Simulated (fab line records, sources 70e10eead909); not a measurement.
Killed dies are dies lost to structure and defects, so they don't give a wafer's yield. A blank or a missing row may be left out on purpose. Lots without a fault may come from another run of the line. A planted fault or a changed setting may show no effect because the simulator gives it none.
A struck lot beside a sound one | flow nand_harc | 14 steps out of a route of 1302
Sound: wafers L382.2, L382.3, L382.5. Struck: wafer L376.1. (L376.4 of the same lot was not struck and is left out.) The cause comes at the end.
At each step with rows: each side's tool, then ch and its chambers, then its first start. Under that, the readings that differ: sound wafers | struck wafers | difference of the means | sigmas: that difference in standard deviations of wafers without a fault.
alike: readings whose means differ by less than 2 such deviations, and words and numbers that are the same on both sides. not compared: withheld readings, readings that some wafer has no value for, bounds like >300 that may hide the same value, and numbers for which the record gives no deviation and whose values overlap.
The two part at a step that has a row with sigmas, a row that says differs or no value, or rows on one side only. Numbers that don't overlap but have no deviation are shown without sigmas and don't part them. A reading that every wafer of one side lacks parts them only if that side has two wafers or more.

first, 7 steps without rows for these wafers: NHARC_A_CONTACT_COAT_62 (time 65 s); NHARC_A_CONTACT_COAT_63 (resist thk 90 nm); NHARC_A_CONTACT_SOFTBAKE_64 (time 55 s); NHARC_A_CONTACT_EBR_65; NHARC_A_CONTACT_EXPOSE_66 (exposes mask A CC 2); NHARC_A_CONTACT_PEB_67 (peb time 65 s); NHARC_A_CONTACT_DEVELOP_68 (develop time 35 s).
NHARC_A_CONTACT_CD_MEAS_69: target cd 300 nm.
  sound on cd_sem-02 ch 0, day 27 15:01; struck on cd_sem-03 ch 0, day 24 21:55
  reading    | sound             | struck | difference | sigmas
  cd_nm (nm) | 300.9 300.7 301.0 | 299.9  | -1.0       | -2
NHARC_A_CONTACT_OVL_MEAS_70:
  sound on overlay-01, day 27 15:05; struck on overlay-02, day 24 22:01
  alike: overlay_x_nm, overlay_y_nm
NHARC_A_CONTACT_INSPECT_71:
  sound on defect_inspect-02, day 27 15:08; struck on defect_inspect-01, day 24 22:03
  alike: raw_defect_count
NHARC_A_CONTACT_DESCUM_74: chemistry O2, time 3 s.
  sound on rie_diel-07 ch 0,3, day 27 15:12; struck on rie_diel-01 ch 1, day 24 22:07
  reading      | sound          | struck | difference | sigmas
  rf_vpp_V (V) | 56.6 57.1 55.7 | 58.8   | +2.3       | +2
  alike: drypump_motor_current_A, oes_product_au, showerhead_plenum_p_Torr, throttle_valve_pct
  not compared: rf_hours_counter_h
NHARC_A_CONTACT_ETCH_75: etches the open film in CF4, target depth 39 nm, time 65 s.
  sound on rie_diel-07 ch 1,2, day 27 15:17; struck on rie_diel-01 ch 0, day 24 22:12
  alike: cf4_flow_sccm, drypump_motor_current_A, oes_product_au, rf_vpp_V, showerhead_plenum_p_Torr, throttle_valve_pct
  not compared: rf_hours_counter_h
NHARC_A_CONTACT_ETCH_76: etches the open film in N2/H2, target depth 260 nm, time 475.3 s.
  sound on rie_diel-07 ch 1,3, day 27 15:24; struck on rie_diel-01 ch 3, day 24 22:17
  reading               | sound             | struck | difference | sigmas
  oes_product_au (a.u.) | 0.998 0.992 1.009 | 0.837  | -0.163     | -23
  alike: drypump_motor_current_A, rf_vpp_V, showerhead_plenum_p_Torr, throttle_valve_pct
  not compared: rf_hours_counter_h
NHARC_A_CONTACT_ETCH_77: etches the open film in CF4/CHF3, target depth 108.9 nm, time 54.5 s.
  sound on rie_diel-07 ch 0,1,2; struck on rie_diel-01 ch 1
  reading                         | sound             | struck | difference | sigmas
  rf_vpp_V (V)                    | 369.5 366.3 369.0 | 374.0  | +5.7       | +3
  showerhead_plenum_p_Torr (Torr) | 1.55 1.46 1.53    | 1.64   | +0.13      | +2
  alike: cf4_flow_sccm, drypump_motor_current_A, oes_product_au, throttle_valve_pct
  not compared: rf_hours_counter_h

WHERE THEY PART
First at NHARC_A_CONTACT_CD_MEAS_69; last, within this record, at NHARC_A_CONTACT_ETCH_77.

WHY: what the simulator had put in
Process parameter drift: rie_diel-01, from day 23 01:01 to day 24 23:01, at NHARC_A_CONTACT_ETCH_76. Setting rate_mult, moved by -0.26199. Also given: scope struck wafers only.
